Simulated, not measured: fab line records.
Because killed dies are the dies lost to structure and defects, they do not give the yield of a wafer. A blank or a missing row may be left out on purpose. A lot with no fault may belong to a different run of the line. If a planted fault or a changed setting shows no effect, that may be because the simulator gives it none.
fab line records	flow nand_harc
record lots=14	wafers=42	last_day=24
route steps=1159 shown P_BONDPAD@376 A_ONON_D1@429 END@1159
lots with no fault: from the same line, run without faults
start_h: hours from the record's first day to the start of the lot's first wafer shown	wait_h: time in hours since the lot's previous step	" as in the row above	L1.1+2: one row covering several wafers at once	- no value, or no start was given	* or withheld: withheld	< > ~ a bound
route shown NAME@n: names a module that has steps shown in the file, with the first one's number in the route	usual: mean and standard deviation over wafers with no fault	same: alike in all rows	chamber/n: place in a boat	sites: readings site by site	_std_site: the values' standard deviation	_edge_site: mean of outer sites minus mean of inner sites	radius_mm: for every site, how far away it sits from the centre of the wafer	mask NAME#n: copy n	behind: the last tool/chamber to shape the wafer	hold: why the lot went on hold/how many hours it stayed there/how the hold came to an end	device: which transistor (n, p or np) failed to switch	end of line: tests of these same wafers at the route's end	a step given without rows: its recipe and nothing more	killed: not the wafer's yield, but the dies lost to structure and defects at the first sort	map: a wafer's dies, marking killed ones x, the rest . and places with no die _
set.NAME: the setting that was run; set.NAME@STEP: the one run at that earlier step	model.NAME: the simulator's own value behind a step, which no gauge read
steps of the route over a sample of lots; a table a step, a row a wafer
services: from which hour (start_h, from the record's first day; less than 0 if before it) a tool's chamber was out of use, for how many hours, and why
## steps
# step NHARC_P_BONDPAD_PVD_17
# recipe target_thk_a=50	bias_v=168.6	power_w=15000	chamber_pressure_pa=0.12	time_s=8.06	substrate_temp_c=50	material=TaN
# usual throttle_valve_pct=29.6/0.78
lot.wafer	tool	chamber	start_h	wait_h	throttle_valve_pct
L593.4	pvd_sputter-01	-	-	-	30.4
L593.1	"	-	"	"	28.9
L593.6	"	-	"	"	30.0
L594.4	pvd_sputter-01	-	-	-	29.2
L594.3	"	-	"	"	30.3
L594.6	"	-	"	"	29.7
L595.3	pvd_sputter-01	-	-	-	30.4
L595.5	"	-	"	"	30.5
L595.6	"	-	"	"	28.9
L596.1	pvd_sputter-02	-	-	-	27.6
L596.4	"	-	"	"	29.6
L596.3	"	-	"	"	29.3
L597.4	pvd_sputter-03	-	-	-	29.6
L597.6	"	-	"	"	29.6
L597.5	"	-	"	"	30.5
L599.4	pvd_sputter-01	-	-	-	29.6
L599.2	"	-	"	"	29.1
L599.3	"	-	"	"	30.9
L601.4	pvd_sputter-03	-	-	-	29.5
L601.1	"	-	"	"	30.4
L601.5	"	-	"	"	30.5
L606.4	pvd_sputter-03	-	-	-	30.1
L606.2	"	-	"	"	30.8
L606.1	"	-	"	"	29.7
L607.4	pvd_sputter-03	-	-	-	30.4
L607.2	"	-	"	"	31.0
L607.1	"	-	"	"	29.5
L610.3	pvd_sputter-02	-	-	-	30.1
L610.5	"	-	"	"	29.7
L610.6	"	-	"	"	28.5
L612.1	pvd_sputter-02	-	-	-	29.3
L612.4	"	-	"	"	28.4
L612.6	"	-	"	"	28.7
L615.1	pvd_sputter-01	-	-	-	30.7
L615.4	"	-	"	"	28.9
L615.6	"	-	"	"	31.1
L614.3	pvd_sputter-01	-	-	-	29.1
L614.5	"	-	"	"	29.1
L614.6	"	-	"	"	30.9
L616.3	pvd_sputter-01	-	-	-	29.2
L616.4	"	-	"	"	29.5
L616.5	"	-	"	"	29.4
# step NHARC_P_BONDPAD_ANNEAL_28
# recipe temp_c=225	time_s=90
# usual anneal_temp_c=224.99/0.19	wafer_temp_C_max=226.01/0.28
lot.wafer	tool	chamber	start_h	wait_h	anneal_temp_c	wafer_temp_C_max
L593.1	rtp_anneal-02	0	126.07	0.3	224.72	226.08
L593.4	"	0	"	"	224.93	226.36
L593.6	"	0	"	"	224.75	226.40
L594.3	rtp_anneal-01	0	126.96	-	224.64	225.63
L594.4	"	0	"	"	224.80	225.60
L594.6	"	0	"	"	224.99	226.39
L595.3	rtp_anneal-01	0	148.99	-	225.27	226.01
L595.5	"	0	"	"	225.22	226.14
L595.6	"	0	"	"	225.38	226.13
L596.1	rtp_anneal-01	0	149.20	-	225.17	226.13
L596.3	"	0	"	"	225.07	225.78
L596.4	"	0	"	"	224.90	225.89
L597.4	rtp_anneal-01	0	164.63	-	224.91	225.81
L597.5	"	0	"	"	224.93	225.75
L597.6	"	0	"	"	224.97	225.70
L599.2	rtp_anneal-01	0	170.10	0.3	225.06	225.78
L599.3	"	0	"	"	225.23	225.65
L599.4	"	0	"	"	225.28	225.69
L601.1	rtp_anneal-02	0	179.19	0.3	225.01	226.34
L601.4	"	0	"	"	224.96	226.02
L601.5	"	0	"	"	224.86	226.61
L606.1	rtp_anneal-02	0	212.71	-	224.98	226.50
L606.2	"	0	"	"	224.71	226.78
L606.4	"	0	"	"	225.03	226.38
L607.1	rtp_anneal-02	0	216.69	-	225.20	225.79
L607.2	"	0	"	"	225.23	225.74
L607.4	"	0	"	"	225.32	226.03
L610.3	rtp_anneal-01	0	232.15	0.3	224.62	225.85
L610.5	"	0	"	"	224.52	225.55
L610.6	"	0	"	"	224.91	226.12
L612.1	rtp_anneal-02	0	244.75	-	224.91	226.44
L612.4	"	0	"	"	225.06	225.72
L612.6	"	0	"	"	225.16	226.05
L615.1	rtp_anneal-02	0	255.13	0.3	225.00	225.58
L615.4	"	0	"	"	225.04	225.76
L615.6	"	0	"	"	225.24	226.08
L614.3	rtp_anneal-01	0	256.32	0.3	224.57	225.92
L614.5	"	0	"	"	225.04	226.24
L614.6	"	0	"	"	224.86	225.93
L616.3	rtp_anneal-02	0	267.12	0.3	225.34	225.65
L616.4	"	0	"	"	224.96	226.47
L616.5	"	0	"	"	225.09	225.99
# step NHARC_A_ONON_D1_THK_MEAS_08
# recipe thk_meas_gauge=ellipsometry
# usual thk_nm=1000/9.8
lot.wafer	tool	chamber	start_h	wait_h	thk_nm
L593.1	film_metro-01	-	151.56	-	999
L593.4	"	-	"	"	999
L593.6	"	-	"	"	1001
L594.3	film_metro-01	-	151.58	-	1019
L594.4	"	-	"	"	1018
L594.6	"	-	"	"	1017
L596.1	film_metro-01	-	176.11	-	990
L596.3	"	-	"	"	991
L596.4	"	-	"	"	990
L595.3	film_metro-02	-	176.14	-	1020
L595.5	"	-	"	"	1022
L595.6	"	-	"	"	1022
L597.4	film_metro-02	-	192.37	-	986
L597.5	"	-	"	"	986
L597.6	"	-	"	"	987
L599.2	film_metro-02	-	197.72	-	1004
L599.3	"	-	"	"	1002
L599.4	"	-	"	"	1001
L601.1	film_metro-01	-	205.20	-	994
L601.4	"	-	"	"	994
L601.5	"	-	"	"	995
L606.1	film_metro-02	-	239.60	-	990
L606.2	"	-	"	"	988
L606.4	"	-	"	"	990
L607.1	film_metro-02	-	242.75	-	1007
L607.2	"	-	"	"	1005
L607.4	"	-	"	"	1008
L610.3	film_metro-01	-	259.66	-	1004
L610.5	"	-	"	"	1003
L610.6	"	-	"	"	1002
L612.1	film_metro-02	-	268.88	-	1004
L612.4	"	-	"	"	1006
L612.6	"	-	"	"	1006
L614.3	film_metro-02	-	281.87	-	1018
L614.5	"	-	"	"	1017
L614.6	"	-	"	"	1017
L615.1	film_metro-02	-	281.89	-	988
L615.4	"	-	"	"	988
L615.6	"	-	"	"	986
L616.3	film_metro-01	-	296.15	-	984
L616.4	"	-	"	"	984
L616.5	"	-	"	"	981
# step NHARC_A_ONON_D1_DEP_25
# recipe target_thk_a=10000	n2_flow_sccm=2750	n2o_flow_sccm=2000	nh3_flow_sccm=500	sih4_flow_sccm=210	temp_c=400
lot.wafer	tool	chamber	start_h	wait_h
L594.3+4+6	pecvd_onon-04	0	163.32	0.2
L593.1+4+6	pecvd_onon-01	0	163.34	0.1
L596.1+3+4	pecvd_onon-04	0	186.35	0.1
L595.3+5+6	pecvd_onon-03	0	186.44	0.2
L597.4+5+6	pecvd_onon-04	0	201.95	0.2
L599.2+3+4	pecvd_onon-03	0	207.41	0.1
L601.1+4+5	pecvd_onon-04	0	215.79	0.1
L606.1+2+4	pecvd_onon-01	0	249.06	0.1
L607.1+2+4	pecvd_onon-01	0	255.55	0.1
L610.3+5+6	pecvd_onon-01	0	269.20	0.2
L612.1+4+6	pecvd_onon-04	0	278.28	0.1
L615.1+4+6	pecvd_onon-01	0	291.33	0.1
L614.3+5+6	pecvd_onon-04	0	291.41	0.2
L616.3+4+5	pecvd_onon-04	0	307.66	0.2
# step NHARC_A_ONON_D1_THK_MEAS_27
# recipe thk_meas_gauge=ellipsometry
# usual thk_nm=1001/11
lot.wafer	tool	chamber	start_h	wait_h	thk_nm
L594.3	film_metro-01	-	163.71	-	1001
L594.4	"	-	"	"	1001
L594.6	"	-	"	"	1002
L593.1	film_metro-02	-	163.85	-	1016
L593.4	"	-	"	"	1012
L593.6	"	-	"	"	1016
L595.3	film_metro-02	-	186.84	-	1005
L595.5	"	-	"	"	1006
L595.6	"	-	"	"	1005
L596.1	film_metro-02	-	186.86	-	989
L596.3	"	-	"	"	989
L596.4	"	-	"	"	990
L597.4	film_metro-02	-	202.29	-	1432
L597.5	"	-	"	"	1433
L597.6	"	-	"	"	1434
L599.2	film_metro-02	-	207.86	-	972
L599.3	"	-	"	"	972
L599.4	"	-	"	"	971
L601.1	film_metro-01	-	216.29	-	1443
L601.4	"	-	"	"	1444
L601.5	"	-	"	"	1444
L606.1	film_metro-02	-	249.57	-	1000
L606.2	"	-	"	"	999
L606.4	"	-	"	"	999
L607.1	film_metro-02	-	256.06	-	985
L607.2	"	-	"	"	982
L607.4	"	-	"	"	984
L610.3	film_metro-01	-	269.59	-	1003
L610.5	"	-	"	"	1002
L610.6	"	-	"	"	1002
L612.1	film_metro-02	-	278.80	-	999
L612.4	"	-	"	"	1000
L612.6	"	-	"	"	998
L614.3	film_metro-02	-	291.81	-	1016
L614.5	"	-	"	"	1017
L614.6	"	-	"	"	1014
L615.1	film_metro-01	-	291.84	-	989
L615.4	"	-	"	"	990
L615.6	"	-	"	"	988
L616.3	film_metro-02	-	308.09	-	993
L616.4	"	-	"	"	992
L616.5	"	-	"	"	994
# step NHARC_END_SORT_01
# recipe temp_c=25
# usual killed_at_array=29/13	killed_at_other=0.7/1	killed_at_periphery=3.2/2.3	killed_dies=33/13	killed_open=3.3/1.7	killed_short=2.0/1.5
# same gross_dies=677
lot.wafer	tool	chamber	start_h	wait_h	killed_at_array	killed_at_other	killed_at_periphery	killed_dies	killed_open	killed_short
L597.4	prober-02	0	480.98	3.4	674	0	3	677	2	1
L597.5	prober-02	0	481.78	3.7	676	0	1	677	4	2
L597.6	prober-02	0	482.58	4.0	676	0	1	677	2	1
L601.1	prober-01	0	487.17	2.5	673	0	4	677	8	2
L601.4	prober-01	0	489.55	3.4	669	3	5	677	4	1
L601.5	prober-01	0	490.34	3.7	665	3	9	677	7	2
# killed by level:class
L597.4 A_ONON_D1:area_dep=647 A_CHANNEL_HOLE_D1:chamber_film_flake=10 A_SLIT:chamber_film_flake=7 A_CONTACT:chamber_film_flake=6 A_STAIRCASE:chamber_film_flake=2 P_M0:geometric_particle:open=1 A_ONON_D1:geometric_particle:short=1 A_CHANNEL_HOLE_D1:geometric_particle:open=1
L597.5 A_ONON_D1:area_dep=651 A_CHANNEL_HOLE_D1:chamber_film_flake=10 A_SLIT:chamber_film_flake=7 A_CHANNEL_FILL_D1:geometric_particle:short=2 A_WL_FILL:geometric_particle:open=2 A_CONTACT:geometric_particle:open=1 A_M1:geometric_particle:open=1 P_ZERO_WELL:chamber_film_flake=1
L597.6 A_ONON_D1:area_dep=642 A_SLIT:chamber_film_flake=15 A_CHANNEL_HOLE_D1:chamber_film_flake=13 A_CONTACT:chamber_film_flake=3 P_CONTACT:geometric_particle:open=1 A_CHANNEL_FILL_D1:geometric_particle:open=1 A_BLC:geometric_particle:short=1 A_STAIRCASE:chamber_film_flake=1
L601.1 A_ONON_D1:area_dep=637 A_CHANNEL_HOLE_D1:chamber_film_flake=13 A_SLIT:chamber_film_flake=8 A_CHANNEL_FILL_D1:geometric_particle:open=3 A_STAIRCASE:chamber_film_flake=3 P_ZERO_WELL:chamber_film_flake=2 A_CONTACT:chamber_film_flake=2 P_CONTACT:geometric_particle:short=1
L601.4 A_ONON_D1:area_dep=630 A_CHANNEL_HOLE_D1:chamber_film_flake=11 A_SLIT:chamber_film_flake=11 A_STAIRCASE:chamber_film_flake=8 P_ZERO_WELL:chamber_film_flake=5 HYBRID_BOND:chamber_film_flake=3 A_CONTACT:chamber_film_flake=3 A_CONTACT:geometric_particle:open=2
L601.5 A_ONON_D1:area_dep=620 A_CHANNEL_HOLE_D1:chamber_film_flake=14 A_SLIT:chamber_film_flake=11 A_STAIRCASE:chamber_film_flake=6 A_CONTACT:chamber_film_flake=5 A_ZERO_WELL:chamber_film_flake=4 HYBRID_BOND:chamber_film_flake=3 P_CONTACT:geometric_particle:open=2
## services
tool	chamber	start_h	hours	kind
pvd_sputter-03	-	102.00	10.0	pm
pvd_sputter-01	-	114.08	3.8	repair
pvd_sputter-02	-	116.01	0.9	repair
pecvd_onon-03	-	153.00	13.0	pm
pvd_sputter-01	-	158.02	10.0	pm
pecvd_onon-03	-	180.71	3.5	repair
pecvd_onon-01	-	195.31	13.0	pm
pvd_sputter-02	-	214.03	10.0	pm
pvd_sputter-01	-	214.32	2.1	repair
pvd_sputter-02	-	236.27	5.2	repair
pecvd_onon-04	-	237.00	13.0	pm
pvd_sputter-03	-	280.00	10.0	pm
pvd_sputter-01	-	285.55	0.6	repair
rtp_anneal-02	-	300.00	12.0	pm
pvd_sputter-01	-	301.52	23.2	repair
pvd_sputter-02	-	303.59	15.9	repair
## key
first_sign step=NHARC_A_ONON_D1_THK_MEAS_27	reading=thk_nm	direction=up	sigmas=39	usual=1001	struck=1438
effect step=NHARC_END_SORT_01	reading=killed_at_array	direction=up	sigmas=50	usual=29	struck=672
more_kills_born_at NHARC_A_ONON_D1_DEP_25@pecvd_onon-04=3827
met_at NHARC_A_ONON_D1_DEP_25
struck_lots L597,L601
struck_wafers L597.4,L597.5,L597.6,L601.1,L601.4,L601.5
later_rows_left_out L597.4,L597.5,L597.6,L601.1,L601.4,L601.5
tester_left_out L597,L601
not_acting_at NHARC_P_BONDPAD_PVD_17,NHARC_P_BONDPAD_ANNEAL_28,NHARC_A_ONON_D1_THK_MEAS_08
onset_between 186.35 201.95
fault kind=process_parameter_drift	tool=pecvd_onon-04	chamber=0	onset_h=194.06	steps=NHARC_A_ONON_D1_DEP_25	channel=target_thk_a	offset=*	shape=step	end_h=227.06	acts_in=*	stated=*
# tester_left_out: of these lots the tester's yield and bins aren't shown, on N5 and GAA mostly nor the transistor test; their killed dies are dies lost to structure and defects alone, not to doping, threshold or leakage, so they don't give the yield
# later_rows_left_out: the simulator's readings of these wafers behind a module that went badly wrong aren't trusted and aren't shown, but for the sort
